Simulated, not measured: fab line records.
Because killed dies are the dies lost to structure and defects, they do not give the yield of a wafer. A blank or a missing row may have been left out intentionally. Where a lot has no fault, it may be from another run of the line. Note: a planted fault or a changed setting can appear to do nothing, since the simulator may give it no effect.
Which tool did it?    flow nand_harc    6 lots with 18 wafers sampled at 2 steps, on a route of 1159 steps

WHAT EACH GAUGE READ, for each wafer
NHARC_A_M1_CD_MEAS_09 targets a cd of 120 nm.
lot   measured      on         cd_nm (nm)
L241  day 18 12:38  cd_sem-01  120.4 119.7 119.7
L244  day 19 10:48  cd_sem-01  120.2 120.6 120.0
L248  day 20 06:45  cd_sem-03  119.0 118.8 120.1
L253  day 21 12:25  cd_sem-01  119.4 114.6 119.4
L257  day 22 13:52  cd_sem-03  119.7 116.2 115.9
L261  day 23 18:43  cd_sem-02  119.8 120.1 119.2

WHAT TOOL EACH LOT RAN ON (gives the tool, then ch and the chambers of the sampled wafers, and finally the start)
lot   NHARC_A_M1_PEB_07
L241  litho_track-01 ch 0, day 18 12:33
L244  litho_track-04 ch 0, day 19 10:43
L248  litho_track-01 ch 0, day 20 06:40
L253  litho_track-01 ch 0, day 21 12:20
L257  litho_track-01 ch 0, day 22 13:48
L261  litho_track-04 ch 0, day 23 18:38
- NHARC_A_M1_PEB_07: peb time 65 s.

THE ANSWER, worked out from the rows above alone
Rule: the usual values come from the lots themselves. Put in order of their means at a reading, lots are off if they are a third of the lots or fewer, leave a main group of 4 or more, and stand apart from it by a gap of 3 or more times the standard deviation of the main group's means; of several such gaps the widest counts. Not used: any main group whose means are identical at the precision the tables above print for the reading. Also off: a lot with no number at a reading for which 4 or more lots have one. The other lots that the step has rows for count as sound.
Off, at NHARC_A_M1_CD_MEAS_09 on cd_nm: L253, L257. The main group has a mean of 119.8 nm with a standard deviation of 0.35.
If a tool, at a process step before that reading, ran all the lots that are off and no sound lot after the first of them, it fits. Those tools and the gauges at NHARC_A_M1_CD_MEAS_09 are tried in the same way. One fits: litho_track-01 at NHARC_A_M1_PEB_07. A fault onset in the window from L248 (day 20 06:40, its last sound lot) to L253 (day 21 12:20, its first lot off) fits.

WHAT WAS PUT IN BY THE SIMULATOR
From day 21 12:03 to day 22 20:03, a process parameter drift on litho_track-01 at NHARC_A_M1_PEB_07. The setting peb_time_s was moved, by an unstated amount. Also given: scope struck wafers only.
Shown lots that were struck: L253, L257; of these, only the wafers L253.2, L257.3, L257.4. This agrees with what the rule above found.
